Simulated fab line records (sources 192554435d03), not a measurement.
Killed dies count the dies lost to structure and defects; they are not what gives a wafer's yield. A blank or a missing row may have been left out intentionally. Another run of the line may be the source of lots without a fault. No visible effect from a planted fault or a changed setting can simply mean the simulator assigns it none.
fab line records	flow n5-finfet
record: lots: 10	wafers: 30	last-day: 17
route steps=1938 shown BEOL_M0@734 BEOL_M1@751 BEOL_M4@1111 PASSIVATION@1936
lots that met no fault: taken from a fault-free run of the same line
start-h: start of the lot's first displayed wafer, in hours after the record's first day	wait-h: hours elapsed since this lot's preceding step	" identical to the entry in the row above	L1.1+2: one row covering several wafers at once	- no value, or no start was given	* or withheld: withheld	< > ~ a bound
route shown NAME@n: NAME is a module with steps in the file, n the number in the route of the first one	usual: mean and standard deviation over wafers with no fault	same: alike in all rows	chamber/n: place in a boat	sites: per-site readings	_std_site: their standard deviation	_edge_site: mean of outer sites minus mean of inner sites	radius-mm: for every site, how far away it sits from the centre of the wafer	mask NAME#n: copy n	behind: tool/chamber where the wafer was last shaped	hold: what put the lot on hold/how long, in hours/how the hold closed	device: the transistor (n, p or np) that didn't switch	end of line: tests of these same wafers at the route's end	step lacking rows: just its recipe	killed: dies that structure and defects cost at the first sort, which is not the same as the wafer's yield	map: per-die view of a wafer (x killed, . not killed, _ where there is no die)
set.NAME: the setting the step ran with; set.NAME@STEP: the setting that earlier step ran with	model.NAME: the simulator's own value behind a step, which no gauge read
a sample of lots followed through the steps of the route, with each step as a table and each wafer as a row
services: a tool's chamber out of use, with start hour (start-h, from the record's first day; less than 0 if before it), hours out, and reason
== steps ==
step: N5_BEOL_M0_SPUTTER_116
recipe: material: Cu	target-thk-a: 40	temp-c: -20	chamber-pressure-pa: 0.07	power-w: withheld	time-s: 7.37
usual: throttle-valve-pct: 30.0/0.91
same: time-s: 7.37
lot.wafer	tool	chamber	start-h	wait-h	throttle-valve-pct
L452.2	pvd-sputter-02	-	120.60	0.1	30.5
L452.4	"	-	"	"	30.5
L452.6	"	-	"	"	30.4
L453.2	pvd-sputter-03	-	122.78	0.2	29.9
L453.5	"	-	"	"	28.8
L453.6	"	-	"	"	31.1
L459.4	pvd-sputter-02	-	159.76	0.0	30.4
L459.5	"	-	"	"	30.6
L459.6	"	-	"	"	30.6
L463.2	pvd-sputter-01	-	187.93	0.1	30.5
L463.3	"	-	"	"	27.6
L463.6	"	-	"	"	27.9
L464.2	pvd-sputter-02	-	193.57	0.3	30.4
L464.3	"	-	"	"	30.7
L464.6	"	-	"	"	30.5
L465.2	pvd-sputter-01	-	200.74	0.2	29.7
L465.4	"	-	"	"	30.5
L465.6	"	-	"	"	30.1
L468.2	pvd-sputter-03	-	212.40	0.1	31.3
L468.4	"	-	"	"	29.5
L468.6	"	-	"	"	28.6
L472.1	pvd-sputter-03	-	234.52	0.1	28.5
L472.4	"	-	"	"	29.8
L472.6	"	-	"	"	29.3
L471.4	pvd-sputter-03	-	234.96	0.4	30.1
L471.5	"	-	"	"	28.5
L471.6	"	-	"	"	31.2
L474.2	pvd-sputter-02	-	247.98	0.1	30.2
L474.4	"	-	"	"	30.3
L474.5	"	-	"	"	30.3
step: N5_BEOL_M0_ANNEAL_117
recipe: temp-c: 400	time-s: 60	ambient: vacuum
usual: heater-power-w: 824/87
same: time-s: 60
lot.wafer	tool	chamber	start-h	wait-h	heater-power-w
L452.2	pvd-sputter-02	-	120.68	0.0	1005
L452.4	"	-	"	"	861
L452.6	"	-	"	"	1009
L453.2	pvd-sputter-03	-	122.86	0.0	732
L453.5	"	-	"	"	817
L453.6	"	-	"	"	805
L459.4	pvd-sputter-02	-	159.84	0.0	1032
L459.5	"	-	"	"	863
L459.6	"	-	"	"	852
L463.2	pvd-sputter-01	-	188.01	0.0	932
L463.3	"	-	"	"	835
L463.6	"	-	"	"	842
L464.2	pvd-sputter-02	-	193.65	0.0	882
L464.3	"	-	"	"	1001
L464.6	"	-	"	"	996
L465.2	pvd-sputter-01	-	200.83	0.0	681
L465.4	"	-	"	"	754
L465.6	"	-	"	"	698
L468.2	pvd-sputter-03	-	212.48	0.0	802
L468.4	"	-	"	"	705
L468.6	"	-	"	"	821
L472.1	pvd-sputter-03	-	234.60	0.0	807
L472.4	"	-	"	"	716
L472.6	"	-	"	"	705
L471.4	pvd-sputter-03	-	235.04	0.0	785
L471.5	"	-	"	"	811
L471.6	"	-	"	"	792
L474.2	pvd-sputter-02	-	248.06	0.0	763
L474.4	"	-	"	"	854
L474.5	"	-	"	"	785
step: N5_BEOL_M0_SPUTTER_134
recipe: material: Cu	target-thk-a: 40	temp-c: -20	chamber-pressure-pa: 0.07	power-w: withheld	time-s: 7.37
usual: throttle-valve-pct: 30.0/0.92
same: time-s: 7.37
lot.wafer	tool	chamber	start-h	wait-h	throttle-valve-pct
L452.2	pvd-sputter-02	-	120.84	0.0	30.4
L452.4	"	-	"	"	30.2
L452.6	"	-	"	"	30.5
L453.2	pvd-sputter-03	-	123.02	0.0	30.0
L453.5	"	-	"	"	28.6
L453.6	"	-	"	"	31.3
L459.4	pvd-sputter-02	-	160.00	0.0	30.3
L459.5	"	-	"	"	30.4
L459.6	"	-	"	"	30.4
L463.2	pvd-sputter-01	-	188.17	0.0	30.3
L463.3	"	-	"	"	27.4
L463.6	"	-	"	"	27.5
L464.2	pvd-sputter-02	-	193.81	0.0	30.5
L464.3	"	-	"	"	30.2
L464.6	"	-	"	"	30.3
L465.2	pvd-sputter-01	-	201.01	0.0	30.0
L465.4	"	-	"	"	30.7
L465.6	"	-	"	"	30.1
L468.2	pvd-sputter-03	-	212.64	0.0	31.2
L468.4	"	-	"	"	29.6
L468.6	"	-	"	"	28.6
L472.1	pvd-sputter-03	-	234.76	0.0	28.7
L472.4	"	-	"	"	29.3
L472.6	"	-	"	"	29.6
L471.4	pvd-sputter-03	-	235.20	0.0	30.3
L471.5	"	-	"	"	28.8
L471.6	"	-	"	"	31.4
L474.2	pvd-sputter-02	-	248.22	0.0	30.4
L474.4	"	-	"	"	30.4
L474.5	"	-	"	"	30.1
step: N5_BEOL_M1_ILD_DEP_00
recipe: material: SiOC	target-thk-a: 790	temp-c: 350	precursor: DEMS/O2	pressure-torr: 5	rf-w: 500	time-s: 15.3
usual: heater-power-w: 457/44	showerhead-plenum-p-Torr: 5.691/0.017	throttle-valve-pct: 11.5/0.35
lot.wafer	tool	chamber	start-h	wait-h	heater-power-w	showerhead-plenum-p-Torr	throttle-valve-pct
L452.2	pecvd-02	0	122.98	0.0	546	5.671	11.4
L452.4	"	2	"	"	435	5.697	11.1
L452.6	"	1	"	"	381	5.695	11.6
L453.2	pecvd-03	2	124.47	0.0	441	5.682	11.7
L453.5	"	2	"	"	449	5.695	11.8
L453.6	"	0	"	"	447	5.709	11.2
L459.4	pecvd-02	2	161.25	0.1	385	5.712	10.9
L459.5	"	1	"	"	463	5.700	11.7
L459.6	"	0	"	"	456	5.651	11.8
L463.2	pecvd-03	2	189.47	0.0	504	5.686	11.9
L463.3	"	2	"	"	526	5.686	11.9
L463.6	"	1	"	"	463	5.668	11.2
L464.2	pecvd-03	2	195.04	0.0	539	5.699	11.9
L464.3	"	0	"	"	441	5.708	11.4
L464.6	"	0	"	"	441	5.728	11.5
L465.2	pecvd-01	2	202.26	0.0	453	5.685	11.1
L465.4	"	0	"	"	409	5.701	11.8
L465.6	"	1	"	"	449	5.686	11.8
L468.2	pecvd-02	0	214.58	0.0	453	5.664	12.0
L468.4	"	2	"	"	456	5.704	11.1
L468.6	"	0	"	"	450	5.675	11.9
L472.1	pecvd-02	0	236.29	0.0	467	5.677	12.1
L472.4	"	1	"	"	450	5.688	11.6
L472.6	"	2	"	"	458	5.711	11.0
L471.4	pecvd-01	0	236.50	0.1	409	5.679	11.7
L471.5	"	1	"	"	516	5.696	11.7
L471.6	"	2	"	"	486	5.696	11.2
L474.2	pecvd-01	1	249.72	0.0	455	5.714	11.9
L474.4	"	1	"	"	463	5.698	11.7
L474.5	"	2	"	"	476	5.695	11.0
step: N5_BEOL_M1_THK_MEAS_01
recipe: reads: SiOC_of_BEOL_M1_ILD_DEP_00
usual: M1_ILD_THK: 79.7/1.1
lot.wafer	tool	chamber	start-h	wait-h	M1_ILD_THK[nm]
L452.2	film-metro-02	-	123.04	0.1	79.2
L452.4	"	-	"	"	80.3
L452.6	"	-	"	"	79.7
L453.2	film-metro-02	-	124.54	0.1	80.1
L453.5	"	-	"	"	81.8
L453.6	"	-	"	"	79.9
L459.4	film-metro-01	-	161.30	0.0	79.9
L459.5	"	-	"	"	79.0
L459.6	"	-	"	"	79.9
L463.2	film-metro-02	-	189.56	0.1	121.0
L463.3	"	-	"	"	123.3
L463.6	"	-	"	"	79.1
L464.2	film-metro-01	-	195.11	0.1	122.9
L464.3	"	-	"	"	123.3
L464.6	"	-	"	"	82.1
L465.2	film-metro-02	-	202.33	0.1	79.6
L465.4	"	-	"	"	81.1
L465.6	"	-	"	"	80.3
L468.2	film-metro-02	-	214.65	0.1	78.6
L468.4	"	-	"	"	81.0
L468.6	"	-	"	"	80.9
L472.1	film-metro-01	-	236.36	0.0	78.4
L472.4	"	-	"	"	78.1
L472.6	"	-	"	"	79.4
L471.4	film-metro-02	-	236.56	0.0	80.1
L471.5	"	-	"	"	80.7
L471.6	"	-	"	"	80.1
L474.2	film-metro-01	-	249.78	0.1	78.3
L474.4	"	-	"	"	79.8
L474.5	"	-	"	"	78.9
step: N5_BEOL_M4_RC_MEAS_101
usual: DIBL_N: 37.5/1.9	DIBL_P: 37.3/2.4	IOFF_N: 0.18/0.038	IOFF_P: 0.23/0.045	ION_N: 677/11	ION_P: 464/8.1	SS_N: 72.0/0.68	SS_P: 73.5/0.77	VT_N: 249/3.3	VT_P: -249/3.6
lot.wafer	tool	chamber	start-h	wait-h	DIBL_N[mV/V]	DIBL_P[mV/V]	IOFF_N[nA/um]	IOFF_P[nA/um]	ION_N[uA/um]	ION_P[uA/um]	SS_N[mV/dec]	SS_P[mV/dec]	VT_N[mV]	VT_P[mV]
L453.2	prober-01	0	163.33	0.2	38.4	37.3	0.22	0.24	688	468	72.3	74.0	242	-247
L453.5	"	0	"	"	36.5	36.1	0.17	0.21	667	460	71.8	73.1	248	-253
L453.6	"	0	"	"	39.9	39.5	0.24	0.27	679	461	72.8	74.7	245	-247
L452.2	prober-02	0	168.38	0.2	38.1	37.5	0.18	0.20	672	449	72.3	73.7	250	-251
L452.4	"	0	"	"	40.4	40.1	0.23	0.24	687	465	73.4	73.7	248	-249
L452.6	"	0	"	"	37.6	36.8	0.17	0.19	665	451	71.6	73.8	252	-254
L459.4	prober-01	0	212.22	0.5	35.6	35.0	0.16	0.25	682	478	71.4	74.2	247	-246
L459.5	"	0	"	"	38.9	37.3	0.21	0.29	692	481	71.5	74.3	248	-244
L459.6	"	0	"	"	38.5	36.6	0.21	0.26	687	469	72.3	74.1	248	-245
L463.6	prober-01	0	228.37	0.8	38.8	37.5	0.20	0.28	687	474	72.0	73.6	248	-244
L464.6	prober-02	0	243.96	0.8	39.6	40.5	0.24	0.28	684	470	73.1	74.4	241	-247
L465.2	prober-02	0	245.76	0.2	34.8	34.9	0.13	0.18	673	458	70.5	72.1	254	-250
L465.4	"	0	"	"	37.4	37.4	0.16	0.21	659	455	71.8	73.2	250	-253
L465.6	"	0	"	"	38.5	39.7	0.19	0.25	685	471	71.4	73.7	248	-248
L468.2	prober-01	0	273.70	0.2	38.6	38.3	0.18	0.26	678	468	72.4	74.2	246	-246
L468.4	"	0	"	"	42.1	41.9	0.27	0.32	703	473	73.1	75.1	244	-243
L468.6	"	0	"	"	40.1	38.9	0.22	0.26	697	474	73.2	74.1	247	-249
L471.4	prober-02	0	283.53	0.5	36.3	36.1	0.15	0.20	689	471	71.4	72.4	249	-251
L471.5	"	0	"	"	37.6	37.0	0.17	0.21	677	458	71.7	72.8	248	-250
L471.6	"	0	"	"	38.5	37.8	0.17	0.21	669	457	72.2	73.7	253	-252
L472.1	prober-02	0	293.19	0.0	38.6	39.3	0.18	0.24	681	464	71.8	74.7	247	-250
L472.4	"	0	"	"	39.7	40.5	0.23	0.26	683	463	72.4	74.5	244	-249
L472.6	"	0	"	"	40.7	41.6	0.23	0.27	692	470	72.7	74.2	245	-249
L474.2	prober-02	0	300.38	0.2	38.9	38.9	0.22	0.25	682	458	72.6	73.9	248	-249
L474.4	"	0	"	"	36.0	36.7	0.15	0.21	675	466	71.9	72.7	249	-248
L474.5	"	0	"	"	34.5	36.0	0.13	0.20	664	462	71.6	73.4	253	-250
step: N5_PASSIVATION_PROBE_49
usual: defect-limited-yield: 91.2/1.5	killed_at_M0_to_M3: 31/10	killed_at_M4_up: 15/5.9	killed-at-contacts: 13/6	killed-at-front-end: 41/11	killed-at-other: 4/3.1	killed-dies: 104/18	killed-on-rim: 14/4.1	killed-open: 68/13	killed-short: 33/8.1	sort_bin_4_leakage: 0.00/0.03	sort_bin_5_function: 5.1/1.1	sort_bin_6_memory: 3.2/0.69	sort-n-pass: 1076/18	sort-yield-pct: 91.2/1.5
same: gross-dies: 1180	killed-at-back-side: 0	sort_bin_8_speed[%]: 0
lot.wafer	tool	chamber	start-h	wait-h	defect-limited-yield[%]	killed_at_M0_to_M3	killed_at_M4_up	killed-at-contacts	killed-at-front-end	killed-at-other	killed-dies	killed-on-rim	killed-open	killed-short	sort_bin_4_leakage[%]	sort_bin_5_function[%]	sort_bin_6_memory[%]	sort-n-pass	sort-yield-pct[%]
L453.2	prober-02	-	275.52	0.9	93.1	21	12	13	30	5	81	10	56	25	0	3.6	3.1	1099	93.1
L453.5	prober-02	-	275.67	1.1	89.4	40	12	23	44	6	125	23	93	31	0	6.8	3.5	1055	89.4
L453.6	prober-02	-	275.72	1.1	89.3	42	25	18	41	0	126	15	90	33	0	6.5	3.9	1054	89.3
L452.2	prober-01	-	279.54	0.1	91.3	23	6	25	44	5	103	16	68	35	0	4.7	3.9	1077	91.3
L452.4	prober-01	-	279.64	0.2	92.7	24	12	12	36	2	86	14	47	36	0	4.3	2.8	1094	92.7
L452.6	prober-01	-	279.74	0.3	91.0	32	9	17	45	3	106	15	67	37	0	5.3	3.4	1074	91.0
L459.4	prober-02	-	316.26	0.2	92.5	16	19	5	44	4	88	12	48	40	0	3.7	3.4	1092	92.5
L459.5	prober-02	-	316.31	0.2	91.4	23	16	15	40	7	101	11	60	39	0	5.5	3.1	1079	91.4
L459.6	prober-02	-	316.36	0.3	92.5	17	14	17	38	3	89	7	58	29	0	3.9	3.5	1091	92.5
L463.2	prober-01	-	329.63	0.1	0	1110	6	7	51	6	1180	152	51	44	0	96.6	3.2	0	0
L463.3	prober-01	-	329.68	0.1	0	1088	15	20	55	2	1180	152	70	45	0	96.1	3.6	0	0
L463.6	prober-01	-	329.83	0.3	90.0	39	18	9	51	1	118	15	74	43	0	6.4	3.1	1062	90.0
L464.2	prober-01	-	343.01	0.6	0	1099	32	5	44	0	1180	152	72	25	0	96.5	3.1	0	0
L464.3	prober-01	-	343.06	0.7	0	1120	18	7	33	2	1180	152	55	26	0	97.1	2.8	0	0
L464.6	prober-01	-	343.21	0.8	91.2	23	20	22	34	5	104	16	67	37	0.08	4.6	4.2	1075	91.1
L465.2	prober-01	-	345.49	0.1	93.1	26	12	10	28	5	81	15	56	24	0	4.3	2.3	1099	93.1
L465.4	prober-01	-	345.59	0.2	89.2	36	19	16	50	6	127	13	85	41	0	6.2	4.2	1053	89.2
L465.6	prober-01	-	345.69	0.3	91.7	28	21	0	40	9	98	11	66	32	0	4.7	3.5	1082	91.7
L468.2	prober-01	-	379.41	0.1	91.9	32	19	13	31	1	96	14	73	23	0	4.7	3.1	1084	91.9
L468.6	prober-01	-	379.61	0.3	91.9	27	14	12	38	5	96	10	68	18	0	4.6	2.7	1084	91.9
L471.4	prober-01	-	381.30	0.2	90.1	33	13	12	51	8	117	20	74	38	0	6.1	3.1	1063	90.1
L471.5	prober-01	-	381.35	0.2	89.5	50	7	7	53	7	124	16	72	51	0	6.0	3.9	1056	89.5
L471.6	prober-01	-	381.40	0.3	90.8	25	7	6	62	8	108	18	65	43	0	5.0	3.6	1072	90.8
L472.1	prober-01	-	389.96	0.0	93.6	28	12	7	29	0	76	11	46	25	0	3.7	2.5	1104	93.6
L472.4	prober-01	-	390.11	0.2	90.8	33	15	6	54	0	108	15	70	34	0	5.0	3.8	1072	90.8
L472.6	prober-01	-	390.21	0.3	91.4	49	12	6	32	3	102	12	70	30	0	5.7	2.6	1078	91.4
L474.2	prober-02	-	401.13	0.1	88.5	45	7	22	59	3	136	18	96	40	0	6.6	4.4	1044	88.5
L474.4	prober-02	-	401.23	0.2	90.2	46	10	10	43	7	116	12	63	49	0	5.5	3.6	1064	90.2
L474.5	prober-02	-	401.28	0.2	91.1	37	7	10	50	1	105	9	63	41	0	5.3	3.1	1075	91.1
killed by level:class
L453.2 MOL_CONTACT_COAG:geometric-particle:open=10 BEOL_M3:geometric-particle:open=10 BEOL_M0:geometric-particle:open=7 FIN_SAQP:geometric-particle:open=6 STARTING-WAFER:geometric-particle:open=4 STARTING-WAFER:geometric-particle:short=4 FIN_SAQP:geometric-particle:short=3 DUMMY_GATE:geometric-particle:short=3
L453.5 MOL_CONTACT_COAG:geometric-particle:open=19 BEOL_M3:geometric-particle:open=16 FIN_SAQP:geometric-particle:open=13 STI_FIN_REVEAL:geometric-particle:open=8 BEOL_M4:geometric-particle:open=7 FIN_SAQP:geometric-particle:short=5 MOL_CONTACT_COAG:geometric-particle:short=4 BEOL_M0:geometric-particle:open=4
L453.6 BEOL_M3:geometric-particle:open=19 FIN_SAQP:geometric-particle:open=14 MOL_CONTACT_COAG:geometric-particle:open=14 BEOL_M4:geometric-particle:open=11 FIN_SAQP:geometric-particle:short=10 BEOL_M0:geometric-particle:open=6 BEOL_M4:geometric-particle:short=5 STI_FIN_REVEAL:geometric-particle:open=5
L452.2 MOL_CONTACT_COAG:geometric-particle:open=19 DUMMY_GATE:geometric-particle:open=12 BEOL_M0_SAQP:geometric-particle:short=8 STI_FIN_REVEAL:geometric-particle:open=6 MOL_CONTACT_COAG:geometric-particle:short=6 FIN_SAQP:geometric-particle:short=5 FIN_SAQP:geometric-particle:open=5 BEOL_M0_SAQP:geometric-particle:open=5
L452.4 MOL_CONTACT_COAG:geometric-particle:open=9 BEOL_M0_SAQP:geometric-particle:short=9 STI_FIN_REVEAL:geometric-particle:open=7 GATE_CUT:geometric-particle:short=7 BEOL_M0_SAQP:geometric-particle:open=5 DUMMY_GATE:geometric-particle:open=4 STARTING-WAFER:geometric-particle:open=4 FIN_SAQP:geometric-particle:short=3
L452.6 MOL_CONTACT_COAG:geometric-particle:open=14 STI_FIN_REVEAL:geometric-particle:open=13 BEOL_M0_SAQP:geometric-particle:open=11 GATE_CUT:geometric-particle:short=7 BEOL_M0_SAQP:geometric-particle:short=7 FIN_SAQP:geometric-particle:open=6 STI_FIN_REVEAL:geometric-particle:short=5 BEOL_M2:geometric-particle:open=5
L459.4 FIN_SAQP:geometric-particle:short=13 FIN_SAQP:geometric-particle:open=9 BEOL_M4:geometric-particle:short=8 STI_FIN_REVEAL:geometric-particle:open=6 BEOL_M4:geometric-particle:open=5 GATE_CUT:geometric-particle:short=4 MOL_CONTACT_COAG:geometric-particle:open=4 BEOL_M2:geometric-particle:open=4
L459.5 FIN_SAQP:geometric-particle:open=12 FIN_SAQP:geometric-particle:short=11 MOL_CONTACT_COAG:geometric-particle:open=9 BEOL_M3:geometric-particle:open=7 BEOL_M4:geometric-particle:open=6 MOL_CONTACT_COAG:geometric-particle:short=6 BEOL_M4:geometric-particle:short=6 BEOL_M1:geometric-particle:open=4
L459.6 MOL_CONTACT_COAG:geometric-particle:open=15 FIN_SAQP:geometric-particle:short=7 FIN_SAQP:geometric-particle:open=7 BEOL_M2:geometric-particle:open=6 GATE_CUT:geometric-particle:short=5 BEOL_M1:geometric-particle:open=5 STARTING-WAFER:geometric-particle:open=4 STI_FIN_REVEAL:geometric-particle:open=3
L463.2 BEOL_M1:area-etch=1085 FIN_SAQP:geometric-particle:short=15 FIN_SAQP:geometric-particle:open=14 MOL_CONTACT_COAG:geometric-particle:open=7 GATE_CUT:geometric-particle:short=4 GATE_CUT:geometric-particle:open=4 BEOL_M0_SAQP:geometric-particle:short=4 BEOL_M0:geometric-particle:short=4
L463.3 BEOL_M1:area-etch=1063 FIN_SAQP:geometric-particle:short=16 MOL_CONTACT_COAG:geometric-particle:open=16 FIN_SAQP:geometric-particle:open=12 GATE_CUT:geometric-particle:short=11 BEOL_M4:geometric-particle:open=8 STI_FIN_REVEAL:geometric-particle:open=5 BEOL_M0_SAQP:geometric-particle:short=5
L463.6 FIN_SAQP:geometric-particle:short=16 BEOL_M0:geometric-particle:open=12 GATE_CUT:geometric-particle:short=9 FIN_SAQP:geometric-particle:open=8 MOL_CONTACT_COAG:geometric-particle:open=8 BEOL_M3:geometric-particle:open=7 BEOL_M2:geometric-particle:open=6 STI_FIN_REVEAL:geometric-particle:open=5
L464.2 BEOL_M1:area-etch=1082 STI_FIN_REVEAL:geometric-particle:open=15 BEOL_M4:geometric-particle:open=15 STARTING-WAFER:geometric-particle:open=7 BEOL_M5:geometric-particle:open=6 FIN_SAQP:geometric-particle:short=5 DUMMY_GATE:geometric-particle:open=5 BEOL_M3:geometric-particle:open=4
L464.3 BEOL_M1:area-etch=1098 BEOL_M4:geometric-particle:open=11 FIN_SAQP:geometric-particle:open=7 STI_FIN_REVEAL:geometric-particle:open=7 FIN_SAQP:geometric-particle:short=6 MOL_CONTACT_COAG:geometric-particle:open=6 BEOL_M0_SAQP:geometric-particle:short=6 BEOL_M3:geometric-particle:open=4
L464.6 MOL_CONTACT_COAG:geometric-particle:open=16 FIN_SAQP:geometric-particle:short=11 FIN_SAQP:geometric-particle:open=9 BEOL_M4:geometric-particle:open=9 STI_FIN_REVEAL:geometric-particle:open=8 BEOL_M0_SAQP:geometric-particle:short=7 MOL_CONTACT_COAG:geometric-particle:short=6 BEOL_M0:geometric-particle:open=4
L465.2 MOL_CONTACT_COAG:geometric-particle:open=8 BEOL_M2:geometric-particle:open=8 STI_FIN_REVEAL:geometric-particle:open=7 BEOL_M2:geometric-particle:short=7 FIN_SAQP:geometric-particle:open=6 BEOL_M0:geometric-particle:open=6 BEOL_M4:geometric-particle:open=5 STI_FIN_REVEAL:geometric-particle:short=4
L465.4 FIN_SAQP:geometric-particle:open=17 BEOL_M2:geometric-particle:open=17 MOL_CONTACT_COAG:geometric-particle:open=13 FIN_SAQP:geometric-particle:short=10 STI_FIN_REVEAL:geometric-particle:open=8 BEOL_M0_SAQP:geometric-particle:short=6 BEOL_M5:geometric-particle:open=5 SPACER0:geometric-particle:open=3
L465.6 FIN_SAQP:geometric-particle:open=11 FIN_SAQP:geometric-particle:short=9 BEOL_M0_SAQP:geometric-particle:open=9 BEOL_M4:geometric-particle:open=9 BEOL_M2:geometric-particle:open=7 BEOL_M0_SAQP:geometric-particle:short=5 BEOL_M5:geometric-particle:open=5 STI_FIN_REVEAL:geometric-particle:open=4
L468.2 STI_FIN_REVEAL:geometric-particle:open=11 MOL_CONTACT_COAG:geometric-particle:open=11 BEOL_M3:geometric-particle:open=9 BEOL_M0_SAQP:geometric-particle:open=7 BEOL_M2:geometric-particle:short=7 BEOL_M4:geometric-particle:open=7 FIN_SAQP:geometric-particle:open=5 BEOL_M2:geometric-particle:open=5
L468.6 STI_FIN_REVEAL:geometric-particle:open=10 MOL_CONTACT_COAG:geometric-particle:open=10 HKMG_FIN:area-etch=9 BEOL_M3:geometric-particle:open=7 BEOL_M0_SAQP:geometric-particle:open=6 BEOL_M1:geometric-particle:open=6 BEOL_M2:geometric-particle:open=5 BEOL_M4:geometric-particle:open=4
L471.4 BEOL_M0_SAQP:geometric-particle:open=11 DUMMY_GATE:geometric-particle:open=10 MOL_CONTACT_COAG:geometric-particle:open=9 FIN_SAQP:geometric-particle:open=7 STI_FIN_REVEAL:geometric-particle:open=7 BEOL_M4:geometric-particle:open=6 BEOL_M0_SAQP:geometric-particle:short=5 BEOL_M2:geometric-particle:open=5
L471.5 FIN_SAQP:geometric-particle:short=14 BEOL_M0_SAQP:geometric-particle:short=11 BEOL_M0_SAQP:geometric-particle:open=11 FIN_SAQP:geometric-particle:open=9 BEOL_M2:geometric-particle:open=9 STI_FIN_REVEAL:geometric-particle:open=8 BEOL_M3:geometric-particle:open=7 MOL_CONTACT_COAG:geometric-particle:open=5
L471.6 FIN_SAQP:geometric-particle:short=15 FIN_SAQP:geometric-particle:open=11 BEOL_M2:geometric-particle:open=10 STI_FIN_REVEAL:geometric-particle:open=9 DUMMY_GATE:geometric-particle:open=7 PASS1_CAP:geometric-particle:open=5 MOL_CONTACT_COAG:geometric-particle:open=4 ILD0:geometric-particle:short=4
L472.1 BEOL_M1:geometric-particle:open=9 STI_FIN_REVEAL:geometric-particle:open=5 MOL_CONTACT_COAG:geometric-particle:open=5 BEOL_M0_SAQP:geometric-particle:open=5 GATE_CUT:geometric-particle:short=4 BEOL_M0_SAQP:geometric-particle:short=4 STARTING-WAFER:geometric-particle:short=4 SPACER0:geometric-particle:open=3
L472.4 FIN_SAQP:geometric-particle:open=16 GATE_CUT:geometric-particle:short=11 GATE_CUT:geometric-particle:open=7 MOL_CONTACT_COAG:geometric-particle:open=6 BEOL_M0_SAQP:geometric-particle:open=5 BEOL_M1:geometric-particle:open=5 BEOL_M2:geometric-particle:open=5 BEOL_M3:geometric-particle:open=5
L472.6 BEOL_M0_SAQP:geometric-particle:open=17 BEOL_M0_SAQP:geometric-particle:short=8 GATE_CUT:geometric-particle:open=7 FIN_SAQP:geometric-particle:open=6 GATE_CUT:geometric-particle:short=5 MOL_CONTACT_COAG:geometric-particle:open=5 BEOL_M0:geometric-particle:open=4 BEOL_M1:geometric-particle:open=4
L474.2 MOL_CONTACT_COAG:geometric-particle:open=19 STI_FIN_REVEAL:geometric-particle:open=16 FIN_SAQP:geometric-particle:open=11 BEOL_M0_SAQP:geometric-particle:open=11 BEOL_M0_SAQP:geometric-particle:short=10 FIN_SAQP:geometric-particle:short=8 BEOL_M2:geometric-particle:open=8 DUMMY_GATE:geometric-particle:open=7
L474.4 BEOL_M0_SAQP:geometric-particle:open=12 FIN_SAQP:geometric-particle:short=9 BEOL_M2:geometric-particle:open=8 BEOL_M0_SAQP:geometric-particle:short=8 STI_FIN_REVEAL:geometric-particle:open=7 GATE_CUT:geometric-particle:short=7 MOL_CONTACT_COAG:geometric-particle:open=7 STARTING-WAFER:geometric-particle:short=5
L474.5 GATE_CUT:geometric-particle:short=11 FIN_SAQP:geometric-particle:open=8 FIN_SAQP:geometric-particle:short=8 BEOL_M0_SAQP:geometric-particle:open=8 BEOL_M2:geometric-particle:open=7 MOL_CONTACT_COAG:geometric-particle:open=7 BEOL_M0_SAQP:geometric-particle:short=6 BEOL_M0:geometric-particle:open=5
== services ==
tool	chamber	start-h	hours	kind
pecvd-03	1	98.83	5.5	scheduled-down
pecvd-02	2	108.86	5.5	scheduled-down
pecvd-01	2	134.20	5.5	scheduled-down
pecvd-02	1	142.59	5.0	scheduled-down
pecvd-03	1	152.33	5.4	repair
pecvd-02	2	186.72	8.7	repair
pecvd-03	0	188.29	5.5	scheduled-down
pecvd-01	-	191.73	2.8	pm
pecvd-03	-	206.11	2.8	pm
pecvd-02	0	208.82	4.3	repair
pecvd-01	-	214.00	0.6	repair
pecvd-03	-	246.54	6.0	pm
== key ==
first-sign: step: N5_BEOL_M1_THK_MEAS_01	reading: M1_ILD_THK	direction: up	sigmas: 38	usual: 79.7	struck: 122.6
effect: step: N5_PASSIVATION_PROBE_49	reading: killed_at_M0_to_M3	direction: up	sigmas: 99+	usual: 31	struck: 1104
more-kills-born-at: N5_BEOL_M1_ETCH_41@rie-diel-02: 2180	N5_BEOL_M1_ETCH_41@rie-diel-01: 2148
met-at N5_BEOL_M1_ILD_DEP_00
struck-lots L463,L464
struck-wafers L463.2,L463.3,L464.2,L464.3
later-rows-left-out L463.2,L463.3,L464.2,L464.3
not-acting-at N5_BEOL_M0_SPUTTER_116,N5_BEOL_M0_ANNEAL_117,N5_BEOL_M0_SPUTTER_134
onset-between 124.47 189.47
fault: kind: process-parameter-drift	tool: pecvd-03	chamber: -	onset-h: 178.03	steps: N5_BEOL_M1_ILD_DEP_00	channel: time-s	offset: *	shape: step	end-h: 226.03	scope: struck-wafers-only	acts-in: *	stated: *
later-rows-left-out: the simulator's readings of these wafers behind a module that went badly wrong aren't trusted and aren't shown, but for the sort
